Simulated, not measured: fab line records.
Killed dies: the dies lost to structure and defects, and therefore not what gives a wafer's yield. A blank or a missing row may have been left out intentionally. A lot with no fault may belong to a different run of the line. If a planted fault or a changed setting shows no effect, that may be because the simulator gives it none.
Matching of chambers || flow nand_harc || cmp-04 running NHARC_P_CONTACT_CMP_24: 4 sister chambers
The step polishes, t overpolish 30 s, target thk 200 nm. 8 wafers are shown with their chamber, then 11 later ones without.

## WAFERS WITH THEIR CHAMBER
{"wafer": "L087.3", "chamber": 0, "time_to_endpoint_s (s)": 45, "motor_current_A (A)": 11.6}
{"wafer": "L087.5", "chamber": 2, "time_to_endpoint_s (s)": 43, "motor_current_A (A)": 13.9}
{"wafer": "L088.1", "chamber": 2, "time_to_endpoint_s (s)": 46, "motor_current_A (A)": 14.1}
{"wafer": "L088.6", "chamber": 1, "time_to_endpoint_s (s)": 48, "motor_current_A (A)": 12.0}
{"wafer": "L090.2", "chamber": 0, "time_to_endpoint_s (s)": 43, "motor_current_A (A)": 12.3}
{"wafer": "L090.3", "chamber": 1, "time_to_endpoint_s (s)": 47, "motor_current_A (A)": 12.8}
{"wafer": "L090.6", "chamber": 3, "time_to_endpoint_s (s)": 36, "motor_current_A (A)": 13.7}
{"wafer": "L091.3", "chamber": 3, "time_to_endpoint_s (s)": 36, "motor_current_A (A)": 12.9}

## WAFERS WHOSE CHAMBER IS MISSING
{"wafer": "L091.4", "time_to_endpoint_s (s)": 47, "motor_current_A (A)": 14.1}
{"wafer": "L091.5", "time_to_endpoint_s (s)": 36, "motor_current_A (A)": 13.0}
{"wafer": "L092.1", "time_to_endpoint_s (s)": 39, "motor_current_A (A)": 12.8}
{"wafer": "L092.2", "time_to_endpoint_s (s)": 33, "motor_current_A (A)": 12.2}
{"wafer": "L092.5", "time_to_endpoint_s (s)": 38, "motor_current_A (A)": 11.9}
{"wafer": "L095.2", "time_to_endpoint_s (s)": 45, "motor_current_A (A)": 14.2}
{"wafer": "L095.4", "time_to_endpoint_s (s)": 35, "motor_current_A (A)": 12.9}
{"wafer": "L095.5", "time_to_endpoint_s (s)": 46, "motor_current_A (A)": 12.9}
{"wafer": "L096.2", "time_to_endpoint_s (s)": 35, "motor_current_A (A)": 12.7}
{"wafer": "L096.3", "time_to_endpoint_s (s)": 45, "motor_current_A (A)": 11.6}
{"wafer": "L096.4", "time_to_endpoint_s (s)": 46, "motor_current_A (A)": 12.6}

## THE CHAMBER EACH PASSED THROUGH
{"wafer": "L091.4", "from the rows above": "can't be placed: 2 or 1", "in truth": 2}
{"wafer": "L091.5", "from the rows above": 3, "in truth": 3}
{"wafer": "L092.1", "from the rows above": "can't be placed: 3 or 0", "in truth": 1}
{"wafer": "L092.2", "from the rows above": 3, "in truth": 3}
{"wafer": "L092.5", "from the rows above": "can't be placed: 3 or 0", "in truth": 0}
{"wafer": "L095.2", "from the rows above": 2, "in truth": 2}
{"wafer": "L095.4", "from the rows above": 3, "in truth": 3}
{"wafer": "L095.5", "from the rows above": "can't be placed: 1 or 0 or 2", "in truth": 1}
{"wafer": "L096.2", "from the rows above": 3, "in truth": 3}
{"wafer": "L096.3", "from the rows above": "can't be placed: 0 or 1", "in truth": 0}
{"wafer": "L096.4", "from the rows above": "can't be placed: 1 or 0 or 2", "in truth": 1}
Placed correctly: 5 of 11. Can't be placed from these rows: 6 (the true chamber is among the candidates in 5). 0 placed wrongly.
How it was worked out, from the rows above alone: a wafer's distance from a chamber is the root of the sum, over the readings, of the square of ((its reading less the chamber's mean) divided by the reading's scatter). If the next closest chamber is less than 2 further off than the closest, the wafer can't be placed; otherwise it belongs to the closest. For every chamber, the mean is computed from those of its wafers that are shown. How the scatter is found: for the shown wafers, subtract from each reading the mean of its chamber, square and add these, divide the total by (wafers less chambers), then take the root.
